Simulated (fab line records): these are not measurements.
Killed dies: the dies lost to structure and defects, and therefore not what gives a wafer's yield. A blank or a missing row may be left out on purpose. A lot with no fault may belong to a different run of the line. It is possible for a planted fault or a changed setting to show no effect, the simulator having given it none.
Chamber matching | flow nandHarc | 4 sister chambers for NHARC_A_CONTACT_ETCH_91 on rieDiel-09
The step etches the open film in CH3F/O2, target depth 40 nm, time 85.7 s. 16 wafers are shown with their chamber, then 8 later ones without.

== WAFERS WITH THEIR CHAMBER ==
wafer  | chamber | showerheadPlenumPTorr (Torr) | drypumpMotorCurrentA (A) | rfVppV (V)
L159.1 | 2       | 2.28                         | 5.2                      | 241.6
L159.2 | 1       | 2.50                         | 5.4                      | 243.3
L159.3 | 0       | 2.29                         | 5.3                      | 243.0
L158.2 | 2       | 2.28                         | 5.1                      | 242.2
L158.4 | 3       | 2.60                         | 6.0                      | 246.7
L158.5 | 1       | 2.49                         | 5.4                      | 244.6
L160.4 | 1       | 2.49                         | 5.4                      | 244.8
L160.5 | 2       | 2.28                         | 5.1                      | 243.0
L160.6 | 3       | 2.60                         | 6.0                      | 245.9
L164.4 | 3       | 2.60                         | 6.0                      | 246.4
L164.5 | 0       | 2.29                         | 5.3                      | 242.4
L164.6 | 1       | 2.49                         | 5.4                      | 245.8
L173.1 | 2       | 2.28                         | 5.1                      | 241.4
L173.3 | 3       | 2.59                         | 6.0                      | 245.4
L173.4 | 1       | 2.49                         | 5.4                      | 244.7
L174.1 | 2       | 2.27                         | 5.1                      | 241.5

SIGNATURES (means of the wafers above)
reading               | chamber 0 | chamber 1 | chamber 2 | chamber 3 | scatter within a chamber
showerheadPlenumPTorr | 2.2900    | 2.4920    | 2.2780    | 2.5975    | 0.00443
drypumpMotorCurrentA  | 5.300     | 5.400     | 5.120     | 6.000     | 0.0258
rfVppV                | 242.700   | 244.640   | 241.940   | 246.100   | 0.714
Rule: a wafer lies at a distance from a chamber equal to the root of the sum of squares, over the readings, of (its reading less the chamber's mean, divided by the reading's scatter). The wafer belongs to the nearest chamber; if the next one is less than 2 further off, it can't be placed. How the scatter is found: for the shown wafers, subtract from each reading the mean of its chamber, square and add these, divide the total by (wafers less chambers), then take the root.

== WAFERS WITHOUT THEIR CHAMBER ==
wafer  | showerheadPlenumPTorr (Torr) | drypumpMotorCurrentA (A) | rfVppV (V)
L174.4 | 2.48                         | 5.4                      | 243.4
L174.6 | 2.28                         | 5.3                      | 242.4
L176.3 | 2.27                         | 5.2                      | 241.8
L176.4 | 2.28                         | 5.3                      | 240.9
L176.5 | 2.27                         | 5.1                      | 241.5
L177.2 | 2.27                         | 5.1                      | 241.5
L177.4 | 2.28                         | 5.3                      | 241.8
L177.6 | 2.48                         | 5.4                      | 244.1

== THE CHAMBER EACH PASSED THROUGH ==
wafer  | from the rows above | in truth
L174.4 | 1                   | 1
L174.6 | 0                   | 0
L176.3 | 2                   | 2
L176.4 | 0                   | 0
L176.5 | 2                   | 2
L177.2 | 2                   | 2
L177.4 | 0                   | 0
L177.6 | 1                   | 1
Correct placement for 8 of the 8. Not placeable from these rows: 0. 0 placed wrongly.
